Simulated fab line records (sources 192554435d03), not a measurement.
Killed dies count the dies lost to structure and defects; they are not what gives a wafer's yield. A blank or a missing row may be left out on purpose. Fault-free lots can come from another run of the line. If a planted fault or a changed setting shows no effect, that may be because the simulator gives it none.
A single fault, viewed from 2 desks | flow n5Finfet | each desk has only its own numbers; what lay behind them comes last

FROM THE METROLOGY DESK
What the gauges read, lot by lot, whatever tool the lot ran on: means of the sampled wafers that have a number. The brackets show how far a lot's mean lies from the usual mean; more than 4 standard deviations puts the lot out of limits, marked OUT. Shown are 7 of the 12 readings it has, namely the first that went out of limits plus those furthest out on some lot.
Columns: A = trenchDepthNm at N5_BEOL_M3_OCD_MEAS_38, usual 55.1 nm; B = DIBL_P at N5_BEOL_M4_RC_MEAS_101, usual 37.1 mV/V; C = IOFF_N at N5_BEOL_M4_RC_MEAS_101, usual 0.17 nA/um; D = IOFF_P at N5_BEOL_M4_RC_MEAS_101, usual 0.23 nA/um; E = ION_N at N5_BEOL_M4_RC_MEAS_101, usual 673 uA/um; F = ION_P at N5_BEOL_M4_RC_MEAS_101, usual 462 uA/um; G = VT_N at N5_BEOL_M4_RC_MEAS_101, usual 250 mV
lot  | first seen here | A              | B    | C    | D    | E   | F   | G
L886 | day 7 06:17     | 54.8           | 36.4 | 0.15 | 0.22 | 677 | 466 | 251
L887 | day 7 15:59     | 54.6           | 42.5 | 0.26 | 0.32 | 692 | 468 | 243
L888 | day 7 18:33     | 55.0           | 34.5 | 0.14 | 0.18 | 670 | 457 | 251
L891 | day 8 12:49     | 54.6           | 37.7 | 0.18 | 0.24 | 670 | 461 | 250
L892 | day 8 18:49     | 54.7           | 35.4 | 0.14 | 0.21 | 666 | 462 | 253
L893 | day 9 03:11     | 38.9 (-10) OUT | 37.8 | 0.17 | 0.24 | 668 | 463 | 249
L894 | day 9 12:03     | 38.6 (-10) OUT | 37.3 | 0.20 | 0.25 | 677 | 460 | 248
L900 | day 11 02:25    | 56.8           | 38.5 | 0.18 | 0.21 | 676 | 462 | 250
L908 | day 12 22:02    | 54.2           | 38.8 | 0.21 | 0.28 | 699 | 479 | 244
Finding of this desk: L893, L894 out of limits; the first was L893 at day 9 06:17, on trenchDepthNm at N5_BEOL_M3_OCD_MEAS_38. L886, L887, L888, L891, L892, L900, L908: within limits.

AT THE TOOL OWNER'S DESK: rieDiel-04
The tool's own readings at N5_BEOL_M3_TRENCH_ETCH_37 (etches SiOC in C4F6/O2, target depth 55.555 nm, time 29.2 s): means of the sampled wafers that have a number, for each lot that ran on this tool. The brackets show how far a lot's mean lies from the usual mean; more than 4 standard deviations puts the lot out of limits, marked OUT. Shown are 7 of the 9 readings it has, namely the first that went out of limits plus those furthest out on some lot.
Columns: A = drypumpMotorCurrentA at N5_BEOL_M3_TRENCH_ETCH_37, usual 5.9 A; B = oes_f_703_au at N5_BEOL_M3_TRENCH_ETCH_37, usual 0.79 a.u.; C = oes_o_777_au at N5_BEOL_M3_TRENCH_ETCH_37, usual 0.79 a.u.; D = oesProductAu at N5_BEOL_M3_TRENCH_ETCH_37, usual 0.79 a.u.; E = rfFwdPowerW at N5_BEOL_M3_TRENCH_ETCH_37, usual 350.2 W; F = rfVppV at N5_BEOL_M3_TRENCH_ETCH_37, usual 662 V; G = showerheadPlenumPTorr at N5_BEOL_M3_TRENCH_ETCH_37, usual 2.83 Torr
lot  | first seen here | A   | B    | C    | D    | E                       | F              | G
L886 | day 7 14:36     | 5.6 | 0.79 | 0.79 | 0.78 | 349.1                   | 679            | 2.86
L887 | day 7 17:31     | 5.5 | 0.82 | 0.83 | 0.81 | 351.6                   | 682            | 2.93
L891 | day 8 13:52     | 5.6 | 0.78 | 0.79 | 0.78 | 348.8                   | 678            | 2.86
L893 | day 9 06:08     | 6.4 | 0.52 | 0.53 | 0.63 | 135.7 (-99 or more) OUT | 814 (+7.6) OUT | 2.80
L894 | day 9 17:55     | 5.8 | 0.53 | 0.55 | 0.65 | 136.5 (-99 or more) OUT | 800 (+6.9) OUT | 2.78
Finding of this desk: L893, L894 out of limits; the first was L893 at day 9 06:08, on rfFwdPowerW at N5_BEOL_M3_TRENCH_ETCH_37. L886, L887, L891: within limits.

PUT TOGETHER
At day 9 06:08, on L893, L894, the tool owner's desk was in a position to raise an alarm.
L893, L894 would have let the metrology desk raise an alarm at day 9 06:17.
On rieDiel-04, each named lot ran N5_BEOL_M3_TRENCH_ETCH_37.

WHAT THE SIMULATOR HAD PUT IN
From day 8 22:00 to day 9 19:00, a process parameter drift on rieDiel-04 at N5_BEOL_M3_TRENCH_ETCH_37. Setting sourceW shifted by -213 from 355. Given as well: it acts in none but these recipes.
Shown lots that were struck: L893, L894.
Counting hours from when the fault started, the first reading out of limits came at 8 for the tool owner's desk and at 8 for the metrology desk.
